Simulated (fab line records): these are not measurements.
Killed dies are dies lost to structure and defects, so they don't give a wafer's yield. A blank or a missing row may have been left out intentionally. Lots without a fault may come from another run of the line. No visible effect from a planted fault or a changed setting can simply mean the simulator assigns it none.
fab line records	flow nandHarc
record lots=13	wafers=39	lastDay=33
route steps=1302 shown P_CONTACT@242 P_M0@265 END@1302
lots with no fault: from the same line, run without faults
startH: the number of hours between the record's first day and the start of the first shown wafer of the lot	waitH: hours since the lot's step before	" repeats the value in the row above	L1.1+2: a row that stands for several wafers	- no value, or no start was given	* or withheld: withheld	< > ~ a bound
route shown NAME@n: NAME is a module with steps in the file, n the number in the route of the first one	usual: mean/standard deviation of fault-free wafers	same: alike in all rows	chamber/n: place in a boat	sites: each site's reading	_std_site: the standard deviation of these	_edge_site: mean of outer sites minus mean of inner sites	radiusMm: how far each site lies from the wafer's centre	mask NAME#n: copy n	behind: the tool/chamber that last shaped the wafer	hold: cause of the lot's hold/its duration in hours/its outcome	device: whichever transistor did not switch (one of n, p or np)	end of line: the same wafers' tests at the end of the route	for a step that has no rows: nothing shown but its recipe	killed: not the wafer's yield, but the dies lost to structure and defects at the first sort	map: a wafer's dies, marking killed ones x, the rest . and places with no die _
set.NAME: the setting the step ran with; set.NAME@STEP: the setting that earlier step ran with	model.NAME: the simulator's own value behind a step, which no gauge read
steps of the route over a sample of lots; a table a step, a row a wafer
services: from which hour (startH, from the record's first day; less than 0 if before it) a tool's chamber was out of use, for how many hours, and why
## steps
# step NHARC_P_CONTACT_STRIP_28
# recipe o2FlowSccm=500	arFlowSccm=0	biasW=0	chemistry=O2
# usual drypumpMotorCurrentA=5.7/0.46	oesProductAu=0.999/0.01	rfVppV=57.9/0.88	showerheadPlenumPTorr=3.56/0.17	throttleValvePct=17.036/0.0089
lot.wafer	tool	chamber	startH	waitH	drypumpMotorCurrentA	oesProductAu	rfHoursCounterH	rfVppV	showerheadPlenumPTorr	throttleValvePct
L829.4	rieDiel-08	2	124.73	0.1	6.1	0.998	2.3	58.4	3.80	17.027
L829.3	"	3	"	"	5.9	0.980	2.2	58.7	3.75	17.025
L829.1	"	0	"	"	5.3	1.006	2.7	57.6	3.47	17.042
L831.2	rieDiel-08	1	135.69	0.1	5.5	0.996	3.0	57.3	3.35	17.036
L831.6	"	2	"	"	6.1	1.004	-	57.8	3.80	17.023
L831.5	"	3	"	"	5.9	0.988	-	58.3	3.75	17.047
L832.2	rieDiel-11	0	151.61	0.1	5.1	1.020	3.3	58.2	3.43	17.038
L832.3	"	3	"	"	5.0	1.006	3.6	57.1	3.34	17.052
L832.5	"	0	"	"	5.1	1.013	-	58.7	3.43	17.051
L833.4	rieDiel-08	1	162.29	0.1	5.5	0.999	4.0	58.5	3.35	17.024
L833.3	"	2	"	"	6.1	0.999	3.6	59.3	3.80	17.035
L833.6	"	0	"	"	5.3	0.996	-	56.9	3.47	17.042
L835.3	rieDiel-02	2	181.11	0.1	5.2	1.010	2.9	59.3	3.65	17.029
L835.1	"	1	"	"	6.2	1.004	2.7	58.8	3.75	17.047
L835.6	"	2	"	"	5.2	1.008	-	58.1	3.65	17.027
L837.2	rieDiel-11	1	198.88	0.1	5.7	0.999	6.5	58.2	3.46	17.039
L837.1	"	3	"	"	5.1	1.010	5.9	57.0	3.34	17.042
L837.6	"	2	"	"	6.7	1.004	-	59.1	3.71	17.055
L838.1	rieDiel-08	2	203.10	0.1	6.1	0.983	0.0	59.0	3.80	17.040
L838.3	"	0	"	"	5.3	0.999	0.1	58.3	3.47	17.046
L838.5	"	1	"	"	5.5	1.006	-	56.6	3.35	17.053
L839.4	rieDiel-11	3	222.53	0.1	5.0	0.998	6.5	56.0	3.34	17.034
L839.5	"	3	"	"	5.1	0.999	-	57.0	3.34	17.032
L839.6	"	0	"	"	5.1	1.014	-	58.0	3.43	17.034
L840.4	rieDiel-08	2	229.15	0.1	6.1	0.999	0.8	58.0	3.79	17.034
L840.1	"	3	"	"	5.9	0.990	0.8	57.9	3.74	17.055
L840.6	"	2	"	"	6.1	0.986	-	57.7	3.80	17.037
L841.1	rieDiel-08	0	236.76	0.1	5.3	0.997	1.2	58.8	3.47	17.029
L841.3	"	2	"	"	6.1	0.988	1.1	59.5	3.80	17.050
L841.6	"	3	"	"	5.9	0.980	-	58.2	3.74	17.035
L848.1	rieDiel-02	3	311.48	0.1	5.6	0.992	2.3	58.0	3.61	17.044
L848.4	"	0	"	"	5.8	0.987	2.1	55.7	3.31	17.028
L848.5	"	2	"	"	5.2	1.009	-	57.2	3.65	17.020
L851.1	rieDiel-02	0	344.95	0.1	5.8	0.988	3.0	57.9	3.31	17.019
L851.6	"	0	"	"	5.8	0.989	-	58.3	3.31	17.035
L851.5	"	1	"	"	6.2	1.014	-	58.2	3.75	17.026
L852.4	rieDiel-11	1	348.20	0.1	5.6	1.006	4.4	57.8	3.46	17.028
L852.3	"	2	"	"	6.7	0.982	4.5	58.2	3.71	17.023
L852.6	"	1	"	"	5.6	1.007	-	57.9	3.46	17.034
# step NHARC_P_M0_INSPECT_11
# usual rawDefectCount=4.4/2.8
lot.wafer	tool	chamber	startH	waitH	rawDefectCount
L829.1	defectInspect-02	-	127.88	0.0	3
L829.3	"	-	"	"	4
L829.4	"	-	"	"	4
L831.2	defectInspect-01	-	138.80	0.0	3
L831.5	"	-	"	"	2
L831.6	"	-	"	"	2
L832.2	defectInspect-02	-	154.78	0.0	4
L832.3	"	-	"	"	3
L832.5	"	-	"	"	4
L833.3	defectInspect-02	-	165.47	0.0	1
L833.4	"	-	"	"	2
L833.6	"	-	"	"	2
L835.1	defectInspect-02	-	184.33	0.0	3
L835.3	"	-	"	"	5
L835.6	"	-	"	"	5
L837.1	defectInspect-02	-	202.49	0.0	4
L837.2	"	-	"	"	4
L837.6	"	-	"	"	4
L838.1	defectInspect-01	-	206.24	0.0	3
L838.3	"	-	"	"	3
L838.5	"	-	"	"	0
L839.4	defectInspect-02	-	225.72	0.0	11
L839.5	"	-	"	"	5
L839.6	"	-	"	"	4
L840.1	defectInspect-02	-	232.15	0.0	3
L840.4	"	-	"	"	11
L840.6	"	-	"	"	6
L841.1	defectInspect-02	-	239.92	0.0	3
L841.3	"	-	"	"	1
L841.6	"	-	"	"	3
L848.1	defectInspect-01	-	314.61	0.0	6
L848.4	"	-	"	"	8
L848.5	"	-	"	"	6
L851.1	defectInspect-01	-	348.12	0.0	7
L851.5	"	-	"	"	6
L851.6	"	-	"	"	8
L852.3	defectInspect-01	-	351.39	0.0	1
L852.4	"	-	"	"	3
L852.6	"	-	"	"	6
# step NHARC_P_M0_ETCH_15
# recipe targetDepthA=1500	overetchA=150	timeS=82.5	c4f8FlowSccm=withheld	arFlowSccm=400	rfW=600	biasW=300	chemistry=C4F8/Ar
# usual oesProductAu=0.952/0.023	rfFwdPowerW=595.8/2	rfVppV=441.3/2.8
# same timeS=82.5
lot.wafer	tool	chamber	startH	waitH	oesProductAu	rfFwdPowerW	rfHoursCounterH	rfVppV
L829.3	rieDiel-05	0	128.32	-	0.937	598.4	21	443.2
L829.1	"	2	"	"	0.939	597.9	21	434.9
L829.4	"	1	"	"	0.939	595.0	-	438.6
L831.2	rieDiel-07	3	139.52	-	0.921	593.4	4	443.1
L831.5	"	3	"	"	0.914	593.9	-	442.7
L831.6	"	2	"	"	0.936	593.9	-	437.7
L832.2	rieDiel-07	3	155.05	-	0.954	593.7	11	443.5
L832.3	"	1	"	"	0.975	596.4	11	435.8
L832.5	"	1	"	"	0.975	598.8	-	436.6
L833.3	rieDiel-06	1	165.71	-	0.941	596.5	5	438.0
L833.4	"	0	"	"	0.948	593.1	5	444.7
L833.6	"	1	"	"	0.939	594.2	-	438.5
L835.1	rieDiel-06	1	184.56	-	0.977	595.5	9	441.8
L835.3	"	2	"	"	0.972	597.2	10	444.1
L835.6	"	1	"	"	0.967	597.3	-	439.7
L837.2	rieDiel-06	2	202.74	-	0.989	597.7	12	441.5
L837.1	"	3	"	"	0.979	599.6	12	441.4
L837.6	"	1	"	"	0.950	600.3	-	440.3
L838.1	rieDiel-07	0	206.48	-	0.980	598.2	18	443.5
L838.3	"	2	"	"	0.956	596.6	27	436.7
L838.5	"	0	"	"	0.976	594.6	-	444.6
L839.4	rieDiel-07	2	226.02	-	0.940	590.3	34	438.3
L839.5	"	2	"	"	0.944	592.5	-	437.4
L839.6	"	3	"	"	0.928	594.0	-	444.2
L840.4	rieDiel-07	3	232.39	-	0.975	594.7	36	443.1
L840.1	"	0	"	"	0.981	595.6	27	443.7
L840.6	"	2	"	"	0.965	595.1	-	436.3
L841.1	rieDiel-06	1	240.22	-	0.920	595.4	20	440.6
L841.3	"	0	"	"	0.917	594.9	20	444.5
L841.6	"	1	"	"	0.916	594.9	-	439.7
L848.1	rieDiel-05	3	314.84	-	0.919	597.2	27	441.8
L848.4	"	2	"	"	0.927	596.5	26	445.4
L848.5	"	3	"	"	0.911	595.9	-	442.1
L851.1	rieDiel-05	2	348.38	-	1.244	600.2	38	444.6
L851.6	"	3	"	"	1.237	593.9	-	442.1
L851.5	"	0	"	"	1.227	594.5	-	442.6
L852.4	rieDiel-05	1	351.69	-	1.231	594.0	38	438.8
L852.3	"	3	"	"	1.226	597.6	40	441.7
L852.6	"	0	"	"	1.220	598.0	-	443.0
# step NHARC_P_M0_THK_MEAS_24
# recipe thkMeasGauge=xrf
# usual thkNm=117.2/1.5
lot.wafer	tool	chamber	startH	waitH	thkNm
L829.1	filmMetro-01	-	130.74	-	115.9
L829.3	"	-	"	"	119.4
L829.4	"	-	"	"	117.2
L831.2	filmMetro-02	-	141.73	-	114.8
L831.5	"	-	"	"	117.6
L831.6	"	-	"	"	118.8
L832.2	filmMetro-01	-	157.20	-	117.8
L832.3	"	-	"	"	116.2
L832.5	"	-	"	"	116.1
L833.3	filmMetro-01	-	167.88	-	117.7
L833.4	"	-	"	"	115.4
L833.6	"	-	"	"	114.5
L835.1	filmMetro-01	-	186.74	-	115.8
L835.3	"	-	"	"	117.2
L835.6	"	-	"	"	119.5
L837.1	filmMetro-01	-	204.90	-	118.5
L837.2	"	-	"	"	116.0
L837.6	"	-	"	"	118.2
L838.1	filmMetro-01	-	208.65	-	115.4
L838.3	"	-	"	"	115.9
L838.5	"	-	"	"	116.0
L839.4	filmMetro-02	-	228.24	-	115.5
L839.5	"	-	"	"	116.9
L839.6	"	-	"	"	117.4
L840.1	filmMetro-01	-	234.66	-	116.0
L840.4	"	-	"	"	118.0
L840.6	"	-	"	"	116.0
L841.1	filmMetro-02	-	242.41	-	116.3
L841.3	"	-	"	"	118.0
L841.6	"	-	"	"	119.1
L848.1	filmMetro-02	-	316.98	-	118.2
L848.4	"	-	"	"	116.5
L848.5	"	-	"	"	114.4
L851.1	filmMetro-02	-	350.60	-	116.9
L851.5	"	-	"	"	119.0
L851.6	"	-	"	"	116.9
L852.3	filmMetro-02	-	353.83	-	116.8
L852.4	"	-	"	"	117.9
L852.6	"	-	"	"	115.7
# step NHARC_END_SORT_01
# recipe tempC=25
# usual defectLimitedYield=90/3.1	killedAtArray=62/20	killedAtOther=0.8/1.1	killedAtPeriphery=3.5/2.4	killedDies=66/21	killedOpen=3.5/1.9	killedShort=2.5/1.7
# same grossDies=677
lot.wafer	tool	chamber	startH	waitH	defectLimitedYield[%]	killedAtArray	killedAtOther	killedAtPeriphery	killedDies	killedOpen	killedShort
L829.1	prober-02	0	581.00	2.5	96	24	0	1	25	3	1
L829.3	prober-02	0	582.59	3.1	96	27	0	2	29	4	4
L829.4	prober-02	0	583.39	3.4	96	26	0	2	28	0	3
L831.2	prober-01	0	588.80	2.8	93	45	0	3	48	7	3
L831.5	prober-01	0	591.22	3.7	92	49	1	3	53	4	5
L831.6	prober-01	0	592.02	4.0	93	42	1	3	46	6	4
L832.2	prober-02	0	589.54	2.8	87	85	1	1	87	5	1
L832.3	prober-02	0	590.34	3.1	89	72	0	1	73	4	4
L832.5	prober-02	0	591.93	3.7	91	62	1	1	64	0	0
L833.3	prober-01	0	601.33	3.1	89	72	0	1	73	3	2
L833.4	prober-01	0	602.12	3.4	90	67	1	1	69	3	3
L833.6	prober-01	0	603.70	4.0	92	54	0	1	55	3	2
L837.1	prober-01	0	634.09	2.5	94	37	1	3	41	4	5
L837.2	prober-01	0	634.88	2.8	95	32	1	3	36	6	2
L837.6	prober-01	0	638.04	4.0	94	32	4	2	38	2	2
L835.1	prober-01	0	643.69	2.5	86	91	1	3	95	3	1
L835.3	prober-01	0	645.27	3.1	86	88	1	4	93	3	3
L835.6	prober-01	0	647.65	4.0	86	90	1	4	95	3	2
L838.1	prober-02	0	643.69	2.5	91	58	2	3	63	5	4
L838.3	prober-02	0	645.31	3.1	90	70	1	0	71	11	1
L838.5	prober-02	0	646.92	3.7	87	85	1	0	86	1	3
L839.4	prober-01	0	688.16	3.4	91	53	1	8	62	2	5
L839.5	prober-01	0	688.95	3.7	92	47	2	6	55	3	1
L839.6	prober-01	0	689.75	4.0	91	53	1	5	59	1	4
L841.1	prober-02	0	688.88	2.5	87	83	0	2	85	4	3
L841.3	prober-02	0	690.48	3.1	89	74	1	0	75	2	1
L841.6	prober-02	0	692.88	4.0	87	85	0	1	86	5	3
L840.1	prober-02	0	696.65	2.5	88	78	1	5	84	3	2
L840.4	prober-02	0	698.98	3.3	86	83	0	9	92	3	4
L840.6	prober-02	0	700.53	3.9	88	77	0	3	80	4	3
L852.3	prober-02	0	773.49	3.1	88	74	1	4	79	5	2
L852.4	prober-02	0	774.31	3.4	87	84	2	4	90	3	3
L852.6	prober-02	0	775.93	4.1	90	63	0	6	69	3	2
L848.1	prober-01	0	779.73	2.5	89	67	0	6	73	4	3
L848.4	prober-01	0	782.14	3.4	91	56	0	4	60	2	2
L848.5	prober-01	0	782.95	3.7	90	60	0	5	65	2	1
L851.1	prober-02	0	792.08	2.5	88	69	2	9	80	5	2
L851.5	prober-02	0	795.28	3.7	87	79	1	7	87	1	5
L851.6	prober-02	0	796.07	4.0	87	81	0	7	88	3	4
# killed by level:class
L829.1 A_CHANNEL_HOLE_D2:chamberFilmFlake=7 A_SGD_CUT:chamberFilmFlake=4 A_CONTACT:chamberFilmFlake=3 A_CHANNEL_HOLE_D1:chamberFilmFlake=2 A_CONTACT:unspecified=2 P_GATE:geometricParticle:open=1 A_ONON_D1:geometricParticle:open=1 A_DECK1_JOINT:geometricParticle:short=1
L829.3 A_CHANNEL_HOLE_D2:chamberFilmFlake=5 A_SGD_CUT:chamberFilmFlake=4 A_CHANNEL_HOLE_D1:chamberFilmFlake=3 A_WL_FILL:geometricParticle:short=2 A_ZERO_WELL:chamberFilmFlake=2 A_CONTACT:chamberFilmFlake=2 P_GATE:geometricParticle:open=1 P_M0:geometricParticle:open=1
L829.4 A_CHANNEL_HOLE_D2:chamberFilmFlake=5 A_CONTACT:unspecified=4 A_SGD_CUT:chamberFilmFlake=3 A_WL_FILL:geometricParticle:short=2 A_CHANNEL_FILL_D2:chamberFilmFlake=2 A_STAIRCASE:chamberFilmFlake=2 A_WL_FILL:chamberFilmFlake=2 A_CONTACT:chamberFilmFlake=2
L831.2 A_CHANNEL_HOLE_D2:chamberFilmFlake=29 A_SGD_CUT:chamberFilmFlake=3 P_GATE:geometricParticle:open=2 A_DECK1_JOINT:geometricParticle:open=2 A_STAIRCASE:chamberFilmFlake=2 A_WL_FILL:chamberFilmFlake=2 A_CHANNEL_FILL_D1:geometricParticle:short=1 A_CHANNEL_FILL_D2:geometricParticle:open=1
L832.2 A_CHANNEL_HOLE_D1:chamberFilmFlake=35 A_SLIT:chamberFilmFlake=17 A_CHANNEL_HOLE_D2:chamberFilmFlake=14 A_STAIRCASE:chamberFilmFlake=11 A_ONON_D2:geometricParticle:open=2 A_DECK1_JOINT:chamberFilmFlake=2 A_CHANNEL_HOLE_D1:geometricParticle:open=1 A_DECK1_JOINT:geometricParticle:open=1
L832.3 A_CHANNEL_HOLE_D1:chamberFilmFlake=29 A_SLIT:chamberFilmFlake=18 A_STAIRCASE:chamberFilmFlake=7 A_CHANNEL_HOLE_D2:chamberFilmFlake=5 A_CONTACT:chamberFilmFlake=4 A_ONON_D1:geometricParticle:short=1 A_CHANNEL_FILL_D1:geometricParticle:short=1 A_DECK1_JOINT:geometricParticle:short=1
L831.5 A_CHANNEL_HOLE_D2:chamberFilmFlake=37 A_CHANNEL_FILL_D2:geometricParticle:short=2 A_M0:geometricParticle:open=2 A_CHANNEL_HOLE_D1:chamberFilmFlake=2 A_BLC:chamberFilmFlake=2 P_GATE:geometricParticle:short=1 P_CONTACT:geometricParticle:short=1 P_CONTACT:geometricParticle:open=1
L832.5 A_CHANNEL_HOLE_D1:chamberFilmFlake=22 A_SLIT:chamberFilmFlake=20 A_STAIRCASE:chamberFilmFlake=8 A_CHANNEL_HOLE_D2:chamberFilmFlake=5 A_CONTACT:chamberFilmFlake=2 A_DECK1_JOINT:chamberFilmFlake=2 P_STI:chamberFilmFlake=1 A_CHANNEL_FILL_D1:chamberFilmFlake=1
L831.6 A_CHANNEL_HOLE_D2:chamberFilmFlake=28 A_SGD_CUT:chamberFilmFlake=3 A_CHANNEL_HOLE_D1:chamberFilmFlake=2 P_M0:geometricParticle:open=1 P_M1:geometricParticle:short=1 P_M1:geometricParticle:open=1 A_SOURCE_PLATE:geometricParticle:short=1 A_ONON_D1:geometricParticle:short=1
L833.3 A_CHANNEL_HOLE_D1:chamberFilmFlake=32 A_SLIT:chamberFilmFlake=25 A_CHANNEL_HOLE_D2:chamberFilmFlake=5 A_STAIRCASE:chamberFilmFlake=2 A_CONTACT:chamberFilmFlake=2 P_STI:geometricParticle:open=1 A_SOURCE_PLATE:geometricParticle:short=1 A_CHANNEL_FILL_D1:geometricParticle:short=1
L833.4 A_CHANNEL_HOLE_D1:chamberFilmFlake=25 A_SLIT:chamberFilmFlake=25 A_CONTACT:chamberFilmFlake=5 A_CHANNEL_HOLE_D2:chamberFilmFlake=4 A_ONON_D1:geometricParticle:short=2 A_STAIRCASE:chamberFilmFlake=2 P_M0:geometricParticle:open=1 A_CHANNEL_FILL_D1:geometricParticle:open=1
L833.6 A_CHANNEL_HOLE_D1:chamberFilmFlake=26 A_SLIT:chamberFilmFlake=20 A_CHANNEL_HOLE_D2:chamberFilmFlake=2 P_GATE:geometricParticle:open=1 A_ONON_D1:geometricParticle:open=1 A_CHANNEL_FILL_D1:geometricParticle:short=1 A_ONON_D2:geometricParticle:open=1 A_CHANNEL_HOLE_D2:geometricParticle:short=1
L837.1 A_CHANNEL_HOLE_D2:chamberFilmFlake=11 A_CHANNEL_HOLE_D1:chamberFilmFlake=7 A_WL_FILL:chamberFilmFlake=3 A_ONON_D1:geometricParticle:open=2 P_ZERO_WELL:chamberFilmFlake=2 A_ZERO_WELL:chamberFilmFlake=2 A_CHANNEL_FILL_D1:chamberFilmFlake=2 A_SLIT:chamberFilmFlake=2
L837.2 A_CHANNEL_HOLE_D2:chamberFilmFlake=10 A_CHANNEL_HOLE_D1:chamberFilmFlake=5 A_STAIRCASE:chamberFilmFlake=3 A_CONTACT:chamberFilmFlake=3 A_ONON_D2:geometricParticle:open=2 A_ZERO_WELL:chamberFilmFlake=2 A_WL_FILL:chamberFilmFlake=2 P_GATE:geometricParticle:short=1
L837.6 A_CHANNEL_HOLE_D2:chamberFilmFlake=10 A_CHANNEL_HOLE_D1:chamberFilmFlake=4 A_STAIRCASE:chamberFilmFlake=4 THIN_TSV:chamberFilmFlake=4 A_ZERO_WELL:chamberFilmFlake=3 A_WL_FILL:chamberFilmFlake=3 A_CONTACT:chamberFilmFlake=3 P_M0:geometricParticle:short=1
L835.1 A_SLIT:chamberFilmFlake=31 A_CHANNEL_HOLE_D2:chamberFilmFlake=29 A_ZERO_WELL:chamberFilmFlake=7 A_CONTACT:chamberFilmFlake=7 A_CHANNEL_HOLE_D1:chamberFilmFlake=5 A_STAIRCASE:chamberFilmFlake=4 A_WL_FILL:chamberFilmFlake=3 P_GATE:geometricParticle:short=1
L838.1 A_CHANNEL_HOLE_D2:chamberFilmFlake=30 A_SLIT:chamberFilmFlake=15 A_ONON_D2:geometricParticle:short=2 A_M0:geometricParticle:open=2 A_CHANNEL_HOLE_D1:chamberFilmFlake=2 A_STAIRCASE:chamberFilmFlake=2 P_GATE:geometricParticle:short=1 A_ONON_D2:geometricParticle:open=1
L835.3 A_CHANNEL_HOLE_D2:chamberFilmFlake=34 A_SLIT:chamberFilmFlake=31 A_WL_FILL:chamberFilmFlake=4 A_CONTACT:chamberFilmFlake=4 A_STAIRCASE:chamberFilmFlake=3 A_WL_FILL:geometricParticle:short=2 P_ZERO_WELL:chamberFilmFlake=2 A_ZERO_WELL:chamberFilmFlake=2
L838.3 A_CHANNEL_HOLE_D2:chamberFilmFlake=25 A_SLIT:chamberFilmFlake=25 A_CONTACT:geometricParticle:open=3 A_CHANNEL_HOLE_D1:chamberFilmFlake=3 A_CHANNEL_FILL_D1:geometricParticle:open=2 A_M0:geometricParticle:open=2 A_STAIRCASE:chamberFilmFlake=2 A_ONON_D1:geometricParticle:open=1
L838.5 A_CHANNEL_HOLE_D2:chamberFilmFlake=37 A_SLIT:chamberFilmFlake=32 A_CHANNEL_HOLE_D1:chamberFilmFlake=6 A_STAIRCASE:chamberFilmFlake=4 A_CHANNEL_FILL_D1:chamberFilmFlake=2 A_DECK1_JOINT:geometricParticle:short=1 A_CHANNEL_FILL_D2:geometricParticle:short=1 A_WL_FILL:geometricParticle:short=1
L835.6 A_SLIT:chamberFilmFlake=38 A_CHANNEL_HOLE_D2:chamberFilmFlake=33 A_ZERO_WELL:chamberFilmFlake=5 A_CHANNEL_HOLE_D1:chamberFilmFlake=3 A_STAIRCASE:chamberFilmFlake=3 P_GATE:chamberFilmFlake=2 A_CONTACT:chamberFilmFlake=2 P_M0:geometricParticle:open=1
L839.4 A_SLIT:chamberFilmFlake=27 A_STAIRCASE:chamberFilmFlake=10 A_CHANNEL_HOLE_D1:chamberFilmFlake=4 A_CONTACT:chamberFilmFlake=4 P_GATE:chamberFilmFlake=3 A_WL_FILL:geometricParticle:short=2 P_CONTACT:chamberFilmFlake=2 A_ONON_D1:geometricParticle:short=1
L841.1 A_SLIT:chamberFilmFlake=35 A_CHANNEL_HOLE_D2:chamberFilmFlake=21 A_STAIRCASE:chamberFilmFlake=7 A_CHANNEL_HOLE_D1:chamberFilmFlake=6 A_CONTACT:chamberFilmFlake=4 P_CONTACT:geometricParticle:open=2 A_ZERO_WELL:chamberFilmFlake=2 A_CHANNEL_FILL_D1:geometricParticle:open=1
L839.5 A_SLIT:chamberFilmFlake=26 A_STAIRCASE:chamberFilmFlake=13 P_BONDPAD:chamberFilmFlake=4 A_CHANNEL_FILL_D2:geometricParticle:open=2 P_ZERO_WELL:chamberFilmFlake=2 A_CONTACT:chamberFilmFlake=2 THIN_TSV:chamberFilmFlake=2 A_CHANNEL_HOLE_D1:geometricParticle:open=1
L839.6 A_SLIT:chamberFilmFlake=32 A_STAIRCASE:chamberFilmFlake=8 A_CHANNEL_HOLE_D1:chamberFilmFlake=5 P_ZERO_WELL:chamberFilmFlake=2 P_GATE:chamberFilmFlake=2 A_ONON_D1:geometricParticle:short=1 A_CHANNEL_HOLE_D1:geometricParticle:short=1 A_DECK1_JOINT:geometricParticle:short=1
L841.3 A_SLIT:chamberFilmFlake=34 A_CHANNEL_HOLE_D2:chamberFilmFlake=17 A_CHANNEL_HOLE_D1:chamberFilmFlake=9 A_STAIRCASE:chamberFilmFlake=5 A_CHANNEL_FILL_D2:chamberFilmFlake=2 A_CONTACT:chamberFilmFlake=2 A_DECK1_JOINT:geometricParticle:short=1 A_STAIRCASE:geometricParticle:open=1
L841.6 A_SLIT:chamberFilmFlake=34 A_CHANNEL_HOLE_D2:chamberFilmFlake=27 A_CHANNEL_HOLE_D1:chamberFilmFlake=5 A_STAIRCASE:chamberFilmFlake=5 A_CONTACT:chamberFilmFlake=3 A_ONON_D1:geometricParticle:short=2 P_GATE:geometricParticle:open=1 A_CHANNEL_FILL_D1:geometricParticle:open=1
L840.1 A_CHANNEL_HOLE_D1:chamberFilmFlake=36 A_SLIT:chamberFilmFlake=31 P_CONTACT:chamberFilmFlake=3 A_STAIRCASE:chamberFilmFlake=3 P_M0:geometricParticle:open=1 A_CHANNEL_FILL_D1:geometricParticle:open=1 A_ONON_D2:geometricParticle:open=1 A_ONON_D2:geometricParticle:short=1
L840.4 A_CHANNEL_HOLE_D1:chamberFilmFlake=43 A_SLIT:chamberFilmFlake=31 P_CONTACT:chamberFilmFlake=3 A_WL_FILL:geometricParticle:short=2 P_ZERO_WELL:chamberFilmFlake=2 P_GATE:chamberFilmFlake=2 A_CHANNEL_FILL_D1:chamberFilmFlake=2 P_M1:geometricParticle:open=1
L840.6 A_SLIT:chamberFilmFlake=34 A_CHANNEL_HOLE_D1:chamberFilmFlake=30 A_M1:geometricParticle:open=2 P_CONTACT:chamberFilmFlake=2 A_CONTACT:chamberFilmFlake=2 A_ONON_D2:geometricParticle:short=1 A_WL_FILL:geometricParticle:short=1 A_CONTACT:geometricParticle:open=1
L852.3 A_SLIT:chamberFilmFlake=31 A_CHANNEL_HOLE_D1:chamberFilmFlake=26 A_STAIRCASE:chamberFilmFlake=5 A_CHANNEL_FILL_D1:chamberFilmFlake=3 A_CONTACT:chamberFilmFlake=3 P_CONTACT:geometricParticle:open=2 P_M1:chamberFilmFlake=2 A_CHANNEL_FILL_D1:geometricParticle:open=1
L852.4 A_SLIT:chamberFilmFlake=39 A_CHANNEL_HOLE_D1:chamberFilmFlake=19 A_CONTACT:chamberFilmFlake=9 A_STAIRCASE:chamberFilmFlake=8 A_CHANNEL_FILL_D1:chamberFilmFlake=2 THIN_TSV:chamberFilmFlake=2 P_CONTACT:geometricParticle:short=1 A_CHANNEL_FILL_D1:geometricParticle:open=1
L852.6 A_SLIT:chamberFilmFlake=26 A_CHANNEL_HOLE_D1:chamberFilmFlake=18 A_CONTACT:chamberFilmFlake=6 A_STAIRCASE:chamberFilmFlake=5 P_BONDPAD:chamberFilmFlake=3 P_GATE:chamberFilmFlake=2 A_CHANNEL_HOLE_D2:chamberFilmFlake=2 P_M1:geometricParticle:open=1
L848.1 A_CHANNEL_HOLE_D2:chamberFilmFlake=31 A_CONTACT:chamberFilmFlake=10 A_CHANNEL_HOLE_D1:chamberFilmFlake=9 A_BONDPAD:chamberFilmFlake=6 P_STI:chamberFilmFlake=3 A_M0:geometricParticle:open=2 P_GATE:chamberFilmFlake=2 A_STAIRCASE:chamberFilmFlake=2
L848.4 A_CHANNEL_HOLE_D2:chamberFilmFlake=22 A_CHANNEL_HOLE_D1:chamberFilmFlake=11 A_SLIT:chamberFilmFlake=9 A_CONTACT:chamberFilmFlake=7 P_GATE:chamberFilmFlake=2 A_BONDPAD:chamberFilmFlake=2 A_DECK1_JOINT:geometricParticle:open=1 A_DECK1_JOINT:geometricParticle:short=1
L848.5 A_CHANNEL_HOLE_D2:chamberFilmFlake=33 A_CHANNEL_HOLE_D1:chamberFilmFlake=10 A_SLIT:chamberFilmFlake=8 P_STI:chamberFilmFlake=3 A_CONTACT:chamberFilmFlake=3 A_BONDPAD:chamberFilmFlake=2 A_DECK1_JOINT:geometricParticle:short=1 A_CHANNEL_FILL_D2:geometricParticle:open=1
L851.1 A_SLIT:chamberFilmFlake=30 A_CHANNEL_HOLE_D2:chamberFilmFlake=27 P_STI:chamberFilmFlake=3 P_M0:geometricParticle:open=2 P_GATE:chamberFilmFlake=2 A_CHANNEL_HOLE_D1:chamberFilmFlake=2 A_STAIRCASE:chamberFilmFlake=2 A_BLC:chamberFilmFlake=2
L851.5 A_SLIT:chamberFilmFlake=39 A_CHANNEL_HOLE_D2:chamberFilmFlake=32 P_GATE:chamberFilmFlake=3 P_M1:chamberFilmFlake=3 A_ONON_D1:geometricParticle:short=2 A_ONON_D1:geometricParticle:open=1 A_CHANNEL_FILL_D2:geometricParticle:short=1 A_WL_FILL:geometricParticle:short=1
L851.6 A_SLIT:chamberFilmFlake=42 A_CHANNEL_HOLE_D2:chamberFilmFlake=23 P_GATE:chamberFilmFlake=5 A_CONTACT:chamberFilmFlake=4 A_STAIRCASE:chamberFilmFlake=3 A_ONON_D1:geometricParticle:open=2 A_ONON_D1:geometricParticle:short=2 P_GATE:geometricParticle:open=1
## services
tool	chamber	startH	hours	kind
rieDiel-07	0	103.64	51.8	repair
rieDiel-05	3	110.30	36.0	repair
rieDiel-07	-	117.20	9.0	pm
rieDiel-06	-	130.20	9.0	pm
rieDiel-08	-	163.00	2.3	repair
rieDiel-08	-	190.80	9.0	pm
rieDiel-11	0	191.19	15.4	repair
rieDiel-05	1	204.70	8.6	repair
rieDiel-06	2	209.54	1.8	repair
rieDiel-11	-	228.05	0.3	repair
rieDiel-05	-	229.75	9.0	pm
rieDiel-11	2	233.29	10.4	repair
rieDiel-08	-	244.50	0.8	repair
rieDiel-11	-	255.50	9.0	pm
rieDiel-06	2	271.90	1.6	repair
rieDiel-05	0	276.49	2.7	repair
rieDiel-07	-	294.20	9.0	pm
rieDiel-08	0	305.83	10.9	repair
rieDiel-06	-	307.24	9.0	pm
rieDiel-05	-	333.91	2.4	repair
rieDiel-06	1	337.27	4.8	repair
rieDiel-08	3	342.54	6.7	repair
rieDiel-07	1	348.32	7.1	repair
rieDiel-07	3	350.71	6.8	repair
## key
firstSign step=NHARC_P_M0_ETCH_15	reading=oesProductAu	direction=up	sigmas=12	usual=0.952	struck=1.231
effect none on later readings
metAt NHARC_P_M0_ETCH_15
struckLots L851,L852
notActingAt NHARC_P_CONTACT_STRIP_28,NHARC_P_M0_INSPECT_11,NHARC_P_M0_THK_MEAS_24
onsetBetween 314.84 348.38
fault kind=processParameterDrift	tool=rieDiel-05	chamber=-	onsetH=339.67	steps=NHARC_P_M0_ETCH_15	channel=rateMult	offset=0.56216	shape=step	endH=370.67
